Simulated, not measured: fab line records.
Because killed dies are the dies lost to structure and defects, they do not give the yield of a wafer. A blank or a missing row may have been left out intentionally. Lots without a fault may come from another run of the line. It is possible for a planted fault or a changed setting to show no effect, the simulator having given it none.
Which tool was responsible? | flow n5Finfet | 72 wafers from 24 lots sampled at 6 of the route's 1938 steps

## WHAT THE GAUGES READ, wafer by wafer
N5_BEOL_M10_CD_MEAS_35: the cd target is 70 nm. Usual: cdNm 70.5 nm, standard deviation 0.75.
lot  | measured     | on       | cdNm (nm)      | flag
L074 | day 10 19:29 | cdSem-03 | 71.8 71.6 70.0 | 
L075 | day 10 19:04 | cdSem-01 | 70.1 70.1 70.4 | 
L077 | day 12 23:37 | cdSem-03 | 70.1 70.3 71.3 | 
L078 | day 12 20:56 | cdSem-03 | 70.5 69.3 69.9 | 
L076 | day 13 09:56 | cdSem-03 | 71.5 71.8 70.2 | 
L083 | day 13 10:25 | cdSem-01 | 70.3 68.5 70.4 | 
L080 | day 13 15:34 | cdSem-01 | 69.1 71.1 69.9 | 
L081 | day 13 15:38 | cdSem-02 | 71.0 70.6 70.2 | 
L079 | day 14 01:50 | cdSem-02 | 70.3 69.9 72.0 | 
L082 | day 14 02:17 | cdSem-02 | 71.8 69.1 70.0 | 
L084 | day 14 13:28 | cdSem-03 | 70.3 70.2 69.6 | 
L086 | day 14 19:01 | cdSem-02 | 70.1 69.9 69.7 | 
L085 | day 15 00:14 | cdSem-02 | 70.3 71.0 71.0 | 
L088 | day 15 03:32 | cdSem-02 | 69.4 69.7 69.5 | 
L087 | day 15 09:23 | cdSem-01 | 70.5 70.0 70.1 | 
L091 | day 15 15:38 | cdSem-03 | 70.0 70.3 69.8 | 
L089 | day 16 05:47 | cdSem-01 | 69.0 71.1 69.9 | 
L093 | day 16 09:30 | cdSem-03 | 71.2 70.0 70.7 | 
L090 | day 16 14:18 | cdSem-02 | 71.6 71.3 70.0 | 
L094 | day 16 18:47 | cdSem-03 | 71.0 70.5 70.9 | 
L092 | day 16 20:55 | cdSem-01 | 71.4 71.6 71.3 | 
L095 | day 17 01:39 | cdSem-02 | 69.5 71.0 71.2 | 
L096 | day 17 18:27 | cdSem-03 | 70.5 71.8 71.4 | 
L097 | day 17 20:48 | cdSem-02 | 69.1 70.8 69.2 | 

## WHICH TOOL RAN EACH LOT (tool, then ch and the chambers of the sampled wafers, then the start)
lot  | N5_BEOL_M9_CURE_72           | N5_BEOL_M9_ANNEAL_51            | N5_BEOL_M9_DEP_56               | N5_BEOL_M10_ILD_DEP_00          | N5_BEOL_M10_DESCUM_33
L074 | uvCure-02 ch 2, day 10 08:19 | rtpAnneal-01 ch 0, day 10 11:23 | pecvd-03 ch 0,2, day 10 12:06   | pecvd-01 ch 1,2, day 10 12:14   | rieDiel-02 ch 0,2,3, day 10 18:50
L075 | uvCure-03 ch 2, day 10 09:00 | rtpAnneal-02 ch 0, day 10 12:08 | pecvd-03 ch 0,2, day 10 12:49   | pecvd-03 ch 0,1, day 10 12:58   | rieDiel-04 ch 0,1,3, day 10 18:25
L077 | uvCure-03 ch 0, day 12 11:32 | rtpAnneal-01 ch 0, day 12 13:42 | pecvd-03 ch 1,2, day 12 14:22   | pecvd-04 ch 0,1,2, day 12 14:30 | rieDiel-02 ch 0,3, day 12 22:58
L078 | uvCure-02 ch 2, day 12 11:35 | rtpAnneal-02 ch 0, day 12 13:41 | pecvd-04 ch 0,1, day 12 14:18   | pecvd-03 ch 0,1, day 12 14:26   | rieDiel-03 ch 0,2,3, day 12 20:17
L076 | uvCure-03 ch 1, day 12 21:13 | rtpAnneal-01 ch 0, day 12 23:58 | pecvd-02 ch 0,1,2, day 13 00:37 | pecvd-01 ch 0,1, day 13 00:45   | rieDiel-03 ch 0,1,2, day 13 09:18
L083 | uvCure-02 ch 1, day 12 23:28 | rtpAnneal-01 ch 0, day 13 01:23 | pecvd-02 ch 0,2, day 13 02:03   | pecvd-04 ch 0,1, day 13 02:11   | rieDiel-02 ch 2,3, day 13 09:37
L080 | uvCure-01 ch 1, day 13 09:50 | rtpAnneal-02 ch 0, day 13 11:02 | pecvd-02 ch 0,1,2, day 13 11:41 | pecvd-01 ch 0,1, day 13 11:49   | rieDiel-04 ch 1,3, day 13 14:55
L081 | uvCure-01 ch 0, day 13 10:17 | rtpAnneal-01 ch 0, day 13 11:35 | pecvd-03 ch 0,1, day 13 12:14   | pecvd-03 ch 1,2, day 13 12:23   | rieDiel-02 ch 0,1,3, day 13 14:59
L079 | uvCure-02 ch 1, day 13 18:40 | rtpAnneal-01 ch 0, day 13 20:02 | pecvd-04 ch 0,1,2, day 13 20:41 | pecvd-01 ch 0,1,2, day 13 20:49 | rieDiel-02 ch 0,1,2, day 14 01:11
L082 | uvCure-03 ch 0, day 13 18:49 | rtpAnneal-01 ch 0, day 13 20:18 | pecvd-02 ch 1,2, day 13 20:58   | pecvd-03 ch 0,1,2, day 13 21:08 | rieDiel-02 ch 1,2,3, day 14 01:38
L084 | uvCure-03 ch 0, day 14 05:06 | rtpAnneal-02 ch 0, day 14 07:53 | pecvd-04 ch 0,1, day 14 08:30   | pecvd-01 ch 1,2, day 14 08:38   | rieDiel-04 ch 1,3, day 14 12:49
L086 | uvCure-03 ch 0, day 14 11:01 | rtpAnneal-01 ch 0, day 14 13:47 | pecvd-04 ch 0,2, day 14 14:26   | pecvd-03 ch 0,1,2, day 14 14:35 | rieDiel-04 ch 0,1,2, day 14 18:23
L085 | uvCure-02 ch 1, day 14 13:26 | rtpAnneal-02 ch 0, day 14 15:05 | pecvd-04 ch 0,1,2, day 14 15:40 | pecvd-04 ch 1,2, day 14 16:04   | rieDiel-02 ch 0,1, day 14 23:35
L088 | uvCure-02 ch 1, day 14 18:59 | rtpAnneal-01 ch 0, day 14 20:28 | pecvd-02 ch 1,2, day 14 21:07   | pecvd-01 ch 0,1, day 14 21:15   | rieDiel-02 ch 0,1,2, day 15 02:53
L087 | uvCure-03 ch 2, day 14 19:18 | rtpAnneal-02 ch 0, day 14 23:42 | pecvd-03 ch 0,1,2, day 15 00:14 | pecvd-04 ch 0,1,2, day 15 00:23 | rieDiel-02 ch 0,1,2, day 15 08:45
L091 | uvCure-01 ch 2, day 15 07:55 | rtpAnneal-01 ch 0, day 15 09:16 | pecvd-03 ch 0,1,2, day 15 09:55 | pecvd-04 ch 0,1,2, day 15 10:03 | rieDiel-03 ch 1,2, day 15 14:52
L089 | uvCure-03 ch 0, day 15 18:08 | rtpAnneal-02 ch 0, day 15 21:22 | pecvd-02 ch 0,1, day 15 22:01   | pecvd-04 ch 0,2, day 15 22:10   | rieDiel-02 ch 0,2, day 16 05:08
L093 | uvCure-02 ch 1, day 16 01:22 | rtpAnneal-02 ch 0, day 16 03:50 | pecvd-03 ch 0,2, day 16 04:29   | pecvd-01 ch 0,2, day 16 04:37   | rieDiel-04 ch 0,2, day 16 08:50
L090 | uvCure-01 ch 2, day 16 05:40 | rtpAnneal-01 ch 0, day 16 06:56 | pecvd-03 ch 1,2, day 16 07:35   | pecvd-01 ch 0,2, day 16 07:43   | rieDiel-04 ch 0,1,3, day 16 13:38
L094 | uvCure-01 ch 2, day 16 11:39 | rtpAnneal-01 ch 0, day 16 14:01 | pecvd-04 ch 1,2, day 16 14:47   | pecvd-03 ch 0,1, day 16 14:55   | rieDiel-02 ch 1,2,3, day 16 18:08
L092 | uvCure-01 ch 2, day 16 14:11 | rtpAnneal-02 ch 0, day 16 16:18 | pecvd-04 ch 0,1, day 16 16:52   | pecvd-01 ch 0,1,2, day 16 17:00 | rieDiel-02 ch 1,2, day 16 20:16
L095 | uvCure-02 ch 1, day 16 18:16 | rtpAnneal-01 ch 0, day 16 19:37 | pecvd-03 ch 1,2, day 16 20:16   | pecvd-03 ch 1,2, day 16 20:24   | rieDiel-02 ch 2,3, day 17 01:00
L096 | uvCure-03 ch 1, day 17 06:05 | rtpAnneal-01 ch 0, day 17 08:20 | pecvd-03 ch 1,2, day 17 08:56   | pecvd-04 ch 0,2, day 17 09:06   | rieDiel-02 ch 1,2,3, day 17 17:49
L097 | uvCure-01 ch 0, day 17 12:31 | rtpAnneal-01 ch 0, day 17 14:06 | pecvd-04 ch 0,2, day 17 14:46   | pecvd-04 ch 0,2, day 17 14:56   | rieDiel-03 ch 0,1,3, day 17 20:09
- N5_BEOL_M9_CURE_72: cures SiCOH lowk, time 120 s.
- N5_BEOL_M9_ANNEAL_51: time 90 s.
- N5_BEOL_M9_DEP_56: deposits SiCN from 3MS/NH3, target thk 15 nm, time 26.5 s.
- N5_BEOL_M10_ILD_DEP_00: deposits SiCOH lowk from DEMS/porogen, target thk 308.51 nm, time 58 s.
- N5_BEOL_M10_DESCUM_33: chemistry O2, time 7.9 s.

## WHAT THE TOOLS THEMSELVES READ (means of the sampled wafers that have a number; where no wafer has one, the mark that the record gives instead)
N5_BEOL_M9_CURE_72. Usual: lampPowerPct 52.31 %, standard deviation 0.056; wafer_temp_C_max 372.1, standard deviation 0.53.
lot  | tool      | lampPowerPct (%) | wafer_temp_C_max | flag
L074 | uvCure-02 | 52.32            | 372.2            | 
L075 | uvCure-03 | 52.28            | 372.8            | 
L077 | uvCure-03 | 52.27            | 371.9            | 
L078 | uvCure-02 | 52.33            | 372.2            | 
L076 | uvCure-03 | 52.25            | 372.1            | 
L083 | uvCure-02 | 52.35            | 373.1            | 
L080 | uvCure-01 | 52.28            | 371.8            | 
L081 | uvCure-01 | 52.32            | 371.1            | 
L079 | uvCure-02 | 52.33            | 372.5            | 
L082 | uvCure-03 | 52.32            | 372.1            | 
L084 | uvCure-03 | 52.35            | 371.9            | 
L086 | uvCure-03 | 52.30            | 371.9            | 
L085 | uvCure-02 | 52.33            | 372.3            | 
L088 | uvCure-02 | 52.38            | 372.4            | 
L087 | uvCure-03 | 52.35            | 372.1            | 
L091 | uvCure-01 | 52.31            | 371.9            | 
L089 | uvCure-03 | 52.36            | 371.6            | 
L093 | uvCure-02 | 52.28            | 372.3            | 
L090 | uvCure-01 | 52.31            | 371.8            | 
L094 | uvCure-01 | 52.31            | 371.9            | 
L092 | uvCure-01 | 52.28            | 372.1            | 
L095 | uvCure-02 | 52.27            | 372.3            | 
L096 | uvCure-03 | 52.30            | 372.4            | 
L097 | uvCure-01 | 52.24            | 371.3            | 

N5_BEOL_M9_ANNEAL_51. Usual: wafer_temp_C_max 226.3, standard deviation 0.35.
lot  | tool         | wafer_temp_C_max | flag
L074 | rtpAnneal-01 | 226.4            | 
L075 | rtpAnneal-02 | 226.5            | 
L077 | rtpAnneal-01 | 226.0            | 
L078 | rtpAnneal-02 | 226.7            | 
L076 | rtpAnneal-01 | 226.0            | 
L083 | rtpAnneal-01 | 225.8            | 
L080 | rtpAnneal-02 | 226.3            | 
L081 | rtpAnneal-01 | 226.4            | 
L079 | rtpAnneal-01 | 226.3            | 
L082 | rtpAnneal-01 | 226.1            | 
L084 | rtpAnneal-02 | 226.2            | 
L086 | rtpAnneal-01 | 226.2            | 
L085 | rtpAnneal-02 | 226.3            | 
L088 | rtpAnneal-01 | 226.0            | 
L087 | rtpAnneal-02 | 226.9            | 
L091 | rtpAnneal-01 | 226.2            | 
L089 | rtpAnneal-02 | 226.4            | 
L093 | rtpAnneal-02 | 226.3            | 
L090 | rtpAnneal-01 | 226.0            | 
L094 | rtpAnneal-01 | 226.0            | 
L092 | rtpAnneal-02 | 226.4            | 
L095 | rtpAnneal-01 | 226.2            | 
L096 | rtpAnneal-01 | 226.4            | 
L097 | rtpAnneal-01 | 225.9            | 

N5_BEOL_M9_DEP_56. Usual: showerheadPlenumPTorr 3.668 Torr, standard deviation 0.014; throttleValvePct 9.1 %, standard deviation 0.43.
lot  | tool     | showerheadPlenumPTorr (Torr) | throttleValvePct (%) | flag
L074 | pecvd-03 | 3.677                        | 9.0                  | 
L075 | pecvd-03 | 3.669                        | 8.9                  | 
L077 | pecvd-03 | 3.673                        | 9.2                  | 
L078 | pecvd-04 | 3.654                        | 9.3                  | 
L076 | pecvd-02 | 3.674                        | 9.1                  | 
L083 | pecvd-02 | 3.680                        | 8.9                  | 
L080 | pecvd-02 | 3.671                        | 9.3                  | 
L081 | pecvd-03 | 3.679                        | 9.1                  | 
L079 | pecvd-04 | 3.661                        | 9.0                  | 
L082 | pecvd-02 | 3.671                        | 9.3                  | 
L084 | pecvd-04 | 3.653                        | 9.1                  | 
L086 | pecvd-04 | 3.650                        | 8.7                  | 
L085 | pecvd-04 | 3.658                        | 9.2                  | 
L088 | pecvd-02 | 3.664                        | 9.2                  | 
L087 | pecvd-03 | 3.676                        | 9.1                  | 
L091 | pecvd-03 | 3.677                        | 9.1                  | 
L089 | pecvd-02 | 3.672                        | 9.5                  | 
L093 | pecvd-03 | 3.681                        | 9.3                  | 
L090 | pecvd-03 | 3.666                        | 9.0                  | 
L094 | pecvd-04 | 3.661                        | 8.8                  | 
L092 | pecvd-04 | 3.670                        | 9.7                  | 
L095 | pecvd-03 | 3.664                        | 9.2                  | 
L096 | pecvd-03 | 3.667                        | 9.1                  | 
L097 | pecvd-04 | 3.645                        | 8.8                  | 

N5_BEOL_M10_ILD_DEP_00. Usual: heaterPowerW 349 W, standard deviation 67; showerheadPlenumPTorr 5.740 Torr, standard deviation 0.017; throttleValvePct 14.1 %, standard deviation 0.79.
lot  | tool     | heaterPowerW (W) | showerheadPlenumPTorr (Torr) | throttleValvePct (%) | flag
L074 | pecvd-01 | 401              | 5.738                        | 14.0                 | 
L075 | pecvd-03 | 259              | 5.760                        | 13.9                 | 
L077 | pecvd-04 | 354              | 5.735                        | 13.9                 | 
L078 | pecvd-03 | 262              | 5.764                        | 13.8                 | 
L076 | pecvd-01 | 435              | 5.745                        | 15.1                 | 
L083 | pecvd-04 | 349              | 5.738                        | 14.6                 | 
L080 | pecvd-01 | 379              | 5.745                        | 14.9                 | 
L081 | pecvd-03 | 279              | 5.749                        | 13.8                 | 
L079 | pecvd-01 | 408              | 5.733                        | 14.4                 | 
L082 | pecvd-03 | 262              | 5.745                        | 13.8                 | 
L084 | pecvd-01 | 395              | 5.736                        | 14.0                 | 
L086 | pecvd-03 | 284              | 5.757                        | 13.9                 | 
L085 | pecvd-04 | 355              | 5.733                        | 13.7                 | 
L088 | pecvd-01 | 352              | 5.743                        | 15.0                 | 
L087 | pecvd-04 | 364              | 5.729                        | 13.8                 | 
L091 | pecvd-04 | 349              | 5.728                        | 13.8                 | 
L089 | pecvd-04 | 396              | 5.715                        | 13.3                 | 
L093 | pecvd-01 | 373              | 5.745                        | 14.0                 | 
L090 | pecvd-01 | 344              | 5.748                        | 14.3                 | 
L094 | pecvd-03 | 273              | 5.754                        | 13.9                 | 
L092 | pecvd-01 | 372              | 5.745                        | 14.5                 | 
L095 | pecvd-03 | 289              | 5.746                        | 13.9                 | 
L096 | pecvd-04 | 397              | 5.719                        | 13.3                 | 
L097 | pecvd-04 | 386              | 5.714                        | 13.3                 | 

N5_BEOL_M10_DESCUM_33. Usual: drypumpMotorCurrentA 5.7 A, standard deviation 0.43; oesProductAu 0.82 a.u., standard deviation 0.088; rfVppV 243.3 V, standard deviation 1.3; showerheadPlenumPTorr 2.12 Torr, standard deviation 0.068; throttleValvePct 20.50 %, standard deviation 0.23.
lot  | tool       | drypumpMotorCurrentA (A) | oesProductAu (a.u.) | rfVppV (V) | showerheadPlenumPTorr (Torr) | throttleValvePct (%) | flag
L074 | rieDiel-02 | 5.7                      | 0.81                | 243.2      | 2.14                         | 20.57                | 
L075 | rieDiel-04 | 5.8                      | 0.78                | 243.5      | 2.11                         | 20.43                | 
L077 | rieDiel-02 | 5.9                      | 0.83                | 242.8      | 2.09                         | 20.55                | 
L078 | rieDiel-03 | 5.0                      | 0.79                | 243.0      | 2.10                         | 20.42                | 
L076 | rieDiel-03 | 5.3                      | 0.82                | 242.2      | 2.05                         | 20.40                | 
L083 | rieDiel-02 | 5.4                      | 0.77                | 244.1      | 2.16                         | 20.46                | 
L080 | rieDiel-04 | 5.8                      | 0.78                | 243.0      | 2.07                         | 20.45                | 
L081 | rieDiel-02 | 5.8                      | 0.85                | 242.4      | 2.08                         | 20.60                | 
L079 | rieDiel-02 | 5.7                      | 0.81                | 242.9      | 2.13                         | 20.64                | 
L082 | rieDiel-02 | 5.5                      | 0.83                | 242.8      | 2.11                         | 20.49                | 
L084 | rieDiel-04 | 5.8                      | 0.77                | 243.3      | 2.07                         | 20.47                | 
L086 | rieDiel-04 | 5.9                      | 0.87                | 244.7      | 2.14                         | 20.29                | 
L085 | rieDiel-02 | 5.8                      | 0.86                | 243.0      | 2.07                         | 20.66                | 
L088 | rieDiel-02 | 5.6                      | 0.80                | 244.1      | 2.12                         | 20.65                | 
L087 | rieDiel-02 | 5.7                      | 0.79                | 242.7      | 2.12                         | 20.66                | 
L091 | rieDiel-03 | 5.4                      | 0.76                | 241.1      | 2.00                         | 20.57                | 
L089 | rieDiel-02 | 5.9                      | 0.73                | 243.5      | 2.14                         | 20.79                | 
L093 | rieDiel-04 | 5.9                      | 0.91                | 243.8      | 2.17                         | 20.18                | 
L090 | rieDiel-04 | 5.8                      | 0.82                | 243.0      | 2.10                         | 20.37                | 
L094 | rieDiel-02 | 5.5                      | 0.81                | 242.1      | 2.10                         | 20.51                | 
L092 | rieDiel-02 | 5.4                      | 0.82                | 242.7      | 2.10                         | 20.58                | 
L095 | rieDiel-02 | 5.4                      | 0.75                | 242.9      | 2.15                         | 20.51                | 
L096 | rieDiel-02 | 5.5                      | 0.79                | 242.3      | 2.10                         | 20.53                | 
L097 | rieDiel-03 | 5.2                      | 0.81                | 244.5      | 2.10                         | 20.21                | 

## THE ANSWER, worked out from the rows above alone
Rule: a lot is off if the mean of its wafers that have a number lies more than 3 standard deviations from the usual mean. A lot without any number at a reading at which 4 lots or more have one is off too. All remaining lots with rows at the step are treated as sound. First the gauges in route order, then the tools' own readings, where a lot's mean is used as printed above. At the first step where some lot is off, the reading lying furthest off is the one used; lots without a number count as furthest.
Nothing can be told from this: no lot is off at any reading shown.

## WHAT THE SIMULATOR PUT IN
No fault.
